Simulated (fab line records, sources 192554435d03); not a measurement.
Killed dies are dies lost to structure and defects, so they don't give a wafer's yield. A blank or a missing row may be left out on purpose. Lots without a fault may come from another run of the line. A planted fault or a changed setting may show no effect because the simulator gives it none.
Chamber matching | flow n5_finfet | N5_HKMG_FIN_ALD_74 on ald_hk-01: 4 sister chambers
The step deposits La2O3, target thk 0.5 nm, pulse time 6 s, co reactant pulse time 1 s. 18 wafers are shown with their chamber, then 9 later ones without.

WAFERS WITH THEIR CHAMBER
wafer  | chamber | heater_power_outer_w (W) | heater_power_w (W) | precursor_pulse_height_rel
L076.1 | 3       | 161                      | 300                | 1.012
L076.2 | 0       | 156                      | 301                | 0.993
L076.6 | 2       | 172                      | 305                | 0.973
L080.1 | 1       | 188                      | 357                | 1.000
L080.2 | 3       | 163                      | 297                | 1.007
L080.6 | 0       | 161                      | 300                | 1.017
L081.1 | 2       | 167                      | 312                | 1.024
L081.4 | 1       | 184                      | 347                | 0.959
L081.6 | 0       | 157                      | 307                | 1.031
L082.2 | 0       | 158                      | 305                | 1.000
L082.4 | 2       | 170                      | 308                | 0.997
L082.5 | 0       | 162                      | 311                | 0.985
L085.3 | 2       | 168                      | 314                | 0.985
L085.4 | 0       | 158                      | 297                | 0.987
L085.5 | 1       | 189                      | 343                | 1.008
L090.1 | 2       | 167                      | 311                | 1.010
L090.2 | 0       | 160                      | 311                | 1.006
L090.4 | 3       | 165                      | 297                | 1.046

SIGNATURES (means of the wafers above)
reading                    | chamber 0 | chamber 1 | chamber 2 | chamber 3 | scatter within a chamber
heater_power_outer_w       | 158.86    | 187.00    | 168.80    | 163.00    | 2.23
heater_power_w             | 304.57    | 349.00    | 310.00    | 298.00    | 4.93
precursor_pulse_height_rel | 1.00271   | 0.98900   | 0.99780   | 1.02167   | 0.02
Rule: a wafer's distance from a chamber is the root of the sum, over the readings, of the square of ((its reading less the chamber's mean) divided by the reading's scatter). The wafer belongs to the nearest chamber; if the next one is less than 2 further off, it can't be placed. The scatter: the root of (the sum of the squares of (reading less its chamber's mean) over the shown wafers, divided by (wafers less chambers)).

WAFERS WITHOUT THEIR CHAMBER
wafer  | heater_power_outer_w (W) | heater_power_w (W) | precursor_pulse_height_rel
L091.4 | 166                      | 299                | 0.994
L091.5 | 185                      | 344                | 0.990
L091.6 | 168                      | 319                | 1.009
L095.4 | 159                      | 297                | 1.029
L095.5 | 164                      | 313                | 0.995
L095.6 | 187                      | 353                | 1.008
L096.3 | 163                      | 303                | 0.994
L096.5 | 160                      | 305                | 1.064
L096.6 | 164                      | 293                | 0.995

WHICH CHAMBER EACH WENT THROUGH
wafer  | from the rows above          | in truth
L091.4 | can't be placed: 3 or 2 or 0 | 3
L091.5 | 1                            | 1
L091.6 | 2                            | 2
L095.4 | can't be placed: 3 or 0      | 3
L095.5 | can't be placed: 2 or 0 or 3 | 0
L095.6 | 1                            | 1
L096.3 | can't be placed: 3 or 0 or 2 | 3
L096.5 | can't be placed: 3 or 0      | 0
L096.6 | can't be placed: 3 or 0      | 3
Placed correctly: 3 of 9. Can't be placed from these rows: 6 (the true chamber is among the candidates in 6). Placed wrongly: 0.
